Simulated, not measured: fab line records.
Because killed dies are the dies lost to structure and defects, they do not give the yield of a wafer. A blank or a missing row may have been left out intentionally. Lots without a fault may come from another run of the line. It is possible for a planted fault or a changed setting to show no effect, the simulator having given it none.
Which tool did it? | flow n5-finfet | 9 lots, 24 wafers sampled, at 5 steps of a route of 1938

== WHAT THE GAUGES SHOWED, per wafer ==
N5_BEOL_M4_RC_MEAS_101. Usual: DIBL_N 36.0 mV/V, standard deviation 1.8; DIBL_P 36.3 mV/V, standard deviation 2.4; IOFF_N 0.16 nA/um, standard deviation 0.035; IOFF_P 0.21 nA/um, standard deviation 0.036; ION_N 673 uA/um, standard deviation 13; ION_P 461 uA/um, standard deviation 7.2; SS_N 71.4 mV/dec, standard deviation 0.6; SS_P 73.2 mV/dec, standard deviation 0.7; VT_N 250 mV, standard deviation 4; VT_P -250.9 mV, standard deviation 2.9.
lot  | measured     | on        | DIBL_N (mV/V)  | DIBL_P (mV/V)  | IOFF_N (nA/um) | IOFF_P (nA/um) | ION_N (uA/um) | ION_P (uA/um) | SS_N (mV/dec)  | SS_P (mV/dec)  | VT_N (mV)   | VT_P (mV)            | flag
L856 | day 10 02:00 | prober-02 | 32.7 34.2 35.7 | 32.6 34.1 37.3 | 0.10 0.12 0.15 | 0.14 0.16 0.20 | 643 663 692   | 446 453 471   | 70.0 71.5 71.5 | 71.9 72.7 73.3 | 259 255 248 | -257.7 -254.1 -249.6 |
L858 | day 10 07:46 | prober-02 | 36.7 36.1 37.2 | 37.7 36.2 37.3 | 0.18 0.16 0.17 | 0.24 0.20 0.22 | 675 673 670   | 466 461 464   | 71.9 71.7 72.3 | 74.2 74.1 74.1 | 250 252 252 | -244.6 -250.6 -246.3 |
L863 | day 11 08:23 | prober-01 | 38.4 38.7      | 38.1 39.4      | 0.19 0.20      | 0.24 0.25      | 668 673       | 456 459       | 72.2 71.8      | 73.1 74.1      | 249 248     | -248.0 -248.3        |
L864 | day 11 10:26 | prober-01 | 33.3 35.3      | 33.1 34.6      | 0.12 0.14      | 0.18 0.20      | 667 674       | 456 463       | 70.8 70.9      | 72.4 72.5      | 253 252     | -249.0 -251.4        |
L866 | day 12 00:50 | prober-02 | 37.1 34.1 35.4 | 38.8 35.2 36.9 | 0.18 0.12 0.13 | 0.21 0.16 0.17 | 677 658 653   | 459 452 448   | 71.9 70.2 71.9 | 73.7 72.8 72.6 | 249 256 256 | -252.9 -257.1 -255.8 |
L867 | day 12 12:16 | prober-01 | 32.1 34.3      | 31.1 32.7      | 0.09 0.11      | 0.14 0.15      | 637 664       | 442 460       | 70.4 70.6      | 72.0 72.1      | 260 256     | -256.1 -255.7        |
L868 | day 12 16:12 | prober-02 | 35.5 34.0 36.1 | 37.7 35.7 37.6 | 0.18 0.14 0.17 | 0.22 0.19 0.23 | 683 682 680   | 467 469 457   | 70.6 71.1 71.8 | 73.8 72.9 73.7 | 247 251 247 | -248.6 -251.5 -248.3 |
L869 | day 12 22:46 | prober-01 | 37.1 35.1 37.7 | 38.5 35.2 38.7 | 0.16 0.12 0.17 | 0.23 0.20 0.24 | 678 664 680   | 465 463 470   | 71.7 71.3 71.9 | 73.3 72.1 73.4 | 251 257 250 | -248.7 -251.2 -249.4 |
L873 | day 14 07:43 | prober-02 | 37.5 37.7 36.6 | 39.3 39.7 38.0 | 0.18 0.18 0.16 | 0.24 0.25 0.23 | 691 680 685   | 475 471 474   | 71.0 72.0 71.1 | 73.8 74.1 73.4 | 246 247 246 | -246.5 -247.2 -248.1 |

== EACH LOT AND THE TOOL THAT RAN IT (in order: tool; ch and the chambers of the sampled wafers; start) ==
lot  | N5_HKMG_FIN_DESCUM_17             | N5_HKMG_FIN_ETCH_35               | N5_HKMG_FIN_STRIP_92              | N5_HKMG_FIN_ALD_71
L856 | rie-diel-05 ch 0,1,3, day 5 13:35 | rie-diel-05 ch 0,1,3, day 5 13:53 | rie-diel-05 ch 0,1,3, day 5 14:02 | ald-metal-02 ch 0,1,3, day 5 15:38
L858 | rie-diel-05 ch 0,2,3, day 5 23:08 | rie-diel-05 ch 0,2,3, day 5 23:26 | rie-diel-05 ch 0,2,3, day 5 23:35 | ald-metal-01 ch 0,1,2, day 6 01:15
L863 | rie-diel-06 ch 0,3, day 7 01:28   | rie-diel-06 ch 0,3, day 7 01:46   | rie-diel-06 ch 0,3, day 7 01:55   | ald-metal-01 ch 0,2, day 7 03:34
L864 | rie-diel-06 ch 0,2, day 7 11:03   | rie-diel-06 ch 0,2, day 7 11:22   | rie-diel-06 ch 0,2, day 7 11:31   | ald-metal-01 ch 1,3, day 7 13:08
L866 | rie-diel-05 ch 1,2, day 7 21:29   | rie-diel-05 ch 1,2, day 7 21:48   | rie-diel-05 ch 1,2, day 7 21:56   | ald-metal-04 ch 0,1, day 7 23:34
L867 | rie-diel-01 ch 2,3, day 8 07:14   | rie-diel-01 ch 2,3, day 8 07:32   | rie-diel-01 ch 2,3, day 8 07:41   | ald-metal-01 ch 0, day 8 09:25
L868 | rie-diel-01 ch 0,1,2, day 8 08:53 | rie-diel-01 ch 0,1,2, day 8 09:11 | rie-diel-01 ch 0,1,2, day 8 09:20 | ald-metal-04 ch 2,3, day 8 11:05
L869 | rie-diel-05 ch 1,3, day 8 15:48   | rie-diel-05 ch 1,3, day 8 16:06   | rie-diel-05 ch 1,3, day 8 16:15   | ald-metal-04 ch 1,3, day 8 17:51
L873 | rie-diel-06 ch 0,1,3, day 9 17:10 | rie-diel-06 ch 0,1,3, day 9 17:28 | rie-diel-06 ch 0,1,3, day 9 17:37 | ald-metal-02 ch 0,3, day 9 19:19
- N5_HKMG_FIN_DESCUM_17: chemistry O2, time 7.9 s.
- N5_HKMG_FIN_ETCH_35: etches SOC in N2/H2, target depth 215.8 nm, time 243.4 s.
- N5_HKMG_FIN_STRIP_92: strips SOC in N2/H2, time 20 s.
- N5_HKMG_FIN_ALD_71: deposits TiN, target thk 1 nm, pulse time 1 s, purge time 3 s.

== AS READ BY THE TOOLS THEMSELVES (means over the sampled wafers that have a number; for cases with no such wafer, the mark the record gives instead) ==
N5_HKMG_FIN_DESCUM_17. Usual: drypump-motor-current-A 5.6 A, standard deviation 0.55; oes-product-au 0.77 a.u., standard deviation 0.08; rf-vpp-V 242.9 V, standard deviation 1.2; showerhead-plenum-p-Torr 2.08 Torr, standard deviation 0.049; throttle-valve-pct 20.36 %, standard deviation 0.24.
lot  | tool        | drypump-motor-current-A (A) | oes-product-au (a.u.) | rf-vpp-V (V) | showerhead-plenum-p-Torr (Torr) | throttle-valve-pct (%) | flag
L856 | rie-diel-05 | 6.0                         | 0.79                  | 243.3        | 2.09                            | 20.41                  |
L858 | rie-diel-05 | 5.9                         | 0.77                  | 243.9        | 2.12                            | 20.32                  |
L863 | rie-diel-06 | 5.5                         | 0.75                  | 242.1        | 2.04                            | 20.43                  |
L864 | rie-diel-06 | 6.1                         | 0.73                  | 243.1        | 2.03                            | 20.37                  |
L866 | rie-diel-05 | 5.6                         | 0.70                  | 242.8        | 2.09                            | 20.44                  |
L867 | rie-diel-01 | 5.8                         | 0.76                  | 242.8        | 2.08                            | 20.23                  |
L868 | rie-diel-01 | 5.4                         | 0.79                  | 242.9        | 2.07                            | 20.28                  |
L869 | rie-diel-05 | 6.0                         | 0.71                  | 243.2        | 2.11                            | 20.62                  |
L873 | rie-diel-06 | 5.3                         | 0.73                  | 241.1        | 2.02                            | 20.60                  |

N5_HKMG_FIN_ETCH_35. Usual: for bias-w, 4.998 W with a standard deviation of 0.015; for drypump-motor-current-A, 5.6 A with a standard deviation of 0.55; for h2-flow-sccm, 200.1 sccm with a standard deviation of 0.61; for oes-product-au, 0.77 a.u. with a standard deviation of 0.08; for rf-vpp-V, 141.5 V with a standard deviation of 0.93; for showerhead-plenum-p-Torr, 2.53 Torr with a standard deviation of 0.059; for throttle-valve-pct, 17.8 % with a standard deviation of 0.3.
lot  | tool        | bias-w (W) | drypump-motor-current-A (A) | h2-flow-sccm (sccm) | oes-product-au (a.u.) | rf-vpp-V (V) | showerhead-plenum-p-Torr (Torr) | throttle-valve-pct (%) | flag
L856 | rie-diel-05 | 5.005      | 6.0                         | 200.2               | 0.78                  | 141.5        | 2.54                            | 17.8                   |
L858 | rie-diel-05 | 4.994      | 5.9                         | 200.1               | 0.77                  | 141.6        | 2.58                            | 17.8                   |
L863 | rie-diel-06 | 5.002      | 5.5                         | 200.4               | 0.74                  | 140.6        | 2.49                            | 18.1                   |
L864 | rie-diel-06 | 5.013      | 6.1                         | 199.1               | 0.74                  | 140.8        | 2.48                            | 17.8                   |
L866 | rie-diel-05 | 5.005      | 5.7                         | 200.4               | 0.69                  | 141.4        | 2.54                            | 18.0                   |
L867 | rie-diel-01 | 5.005      | 5.8                         | 200.2               | 0.76                  | 142.0        | 2.54                            | 17.7                   |
L868 | rie-diel-01 | 4.988      | 5.5                         | 199.9               | 0.80                  | 140.8        | 2.52                            | 17.7                   |
L869 | rie-diel-05 | 5.008      | 6.0                         | 199.6               | 0.71                  | 142.4        | 2.58                            | 18.1                   |
L873 | rie-diel-06 | 5.002      | 5.3                         | 200.1               | 0.73                  | 140.9        | 2.47                            | 18.1                   |

N5_HKMG_FIN_STRIP_92. Usual: for drypump-motor-current-A, 5.6 A with a standard deviation of 0.55; for h2-flow-sccm, 299.9 sccm with a standard deviation of 0.91; for oes-product-au, 0.77 a.u. with a standard deviation of 0.082; for power-w, 500.1 W with a standard deviation of 1.6; for rf-vpp-V, 54.3 V with a standard deviation of 0.85; for showerhead-plenum-p-Torr, 3.34 Torr with a standard deviation of 0.075; for throttle-valve-pct, 19.0 % with a standard deviation of 0.4.
lot  | tool        | drypump-motor-current-A (A) | h2-flow-sccm (sccm) | oes-product-au (a.u.) | power-w (W) | rf-vpp-V (V) | showerhead-plenum-p-Torr (Torr) | throttle-valve-pct (%) | flag
L856 | rie-diel-05 | 6.0                         | 299.5               | 0.79                  | 499.7       | 55.6         | 3.36                            | 19.0                   |
L858 | rie-diel-05 | 5.9                         | 300.4               | 0.77                  | 500.4       | 54.2         | 3.41                            | 19.1                   |
L863 | rie-diel-06 | 5.6                         | 299.8               | 0.74                  | 498.0       | 54.3         | 3.29                            | 19.4                   |
L864 | rie-diel-06 | 6.1                         | 300.1               | 0.74                  | 500.4       | 54.4         | 3.27                            | 19.0                   |
L866 | rie-diel-05 | 5.7                         | 299.5               | 0.68                  | 501.3       | 54.8         | 3.35                            | 19.2                   |
L867 | rie-diel-01 | 5.8                         | 299.2               | 0.76                  | 499.7       | 53.9         | 3.36                            | 18.9                   |
L868 | rie-diel-01 | 5.5                         | 299.4               | 0.80                  | 500.4       | 54.3         | 3.33                            | 18.7                   |
L869 | rie-diel-05 | 6.0                         | 298.9               | 0.70                  | 500.8       | 54.2         | 3.41                            | 19.2                   |
L873 | rie-diel-06 | 5.3                         | 299.0               | 0.73                  | 498.2       | 54.6         | 3.26                            | 19.3                   |

N5_HKMG_FIN_ALD_71. Usual: heater-power-w 848 W, standard deviation 85; precursor-pulse-height-rel 1.004, standard deviation 0.021.
lot  | tool         | heater-power-w (W) | precursor-pulse-height-rel | flag
L856 | ald-metal-02 | 818                | 1.008                      |
L858 | ald-metal-01 | 798                | 1.021                      |
L863 | ald-metal-01 | 814                | 1.008                      |
L864 | ald-metal-01 | 842                | 0.978                      |
L866 | ald-metal-04 | 910                | 1.005                      |
L867 | ald-metal-01 | 842                | 0.996                      |
L868 | ald-metal-04 | 810                | 0.998                      |
L869 | ald-metal-04 | 930                | 1.015                      |
L873 | ald-metal-02 | 829                | 1.021                      |

== THE ANSWER, worked out from the rows above alone ==
Rule: a lot counts as off when the mean over its wafers that have a number is more than 3 standard deviations away from the usual mean. A lot without any number at a reading at which 4 lots or more have one is off too. The other lots that the step has rows for count as sound. After the gauges, taken in route order, come the tools' own readings; for these a lot's mean is taken, as printed above. At the first step where some lot is off, the reading lying furthest off is the one used; lots without a number count as furthest.
Across all readings shown, no lot is off: no conclusion can be drawn from this.

== WHAT THE SIMULATOR HAD PUT IN ==
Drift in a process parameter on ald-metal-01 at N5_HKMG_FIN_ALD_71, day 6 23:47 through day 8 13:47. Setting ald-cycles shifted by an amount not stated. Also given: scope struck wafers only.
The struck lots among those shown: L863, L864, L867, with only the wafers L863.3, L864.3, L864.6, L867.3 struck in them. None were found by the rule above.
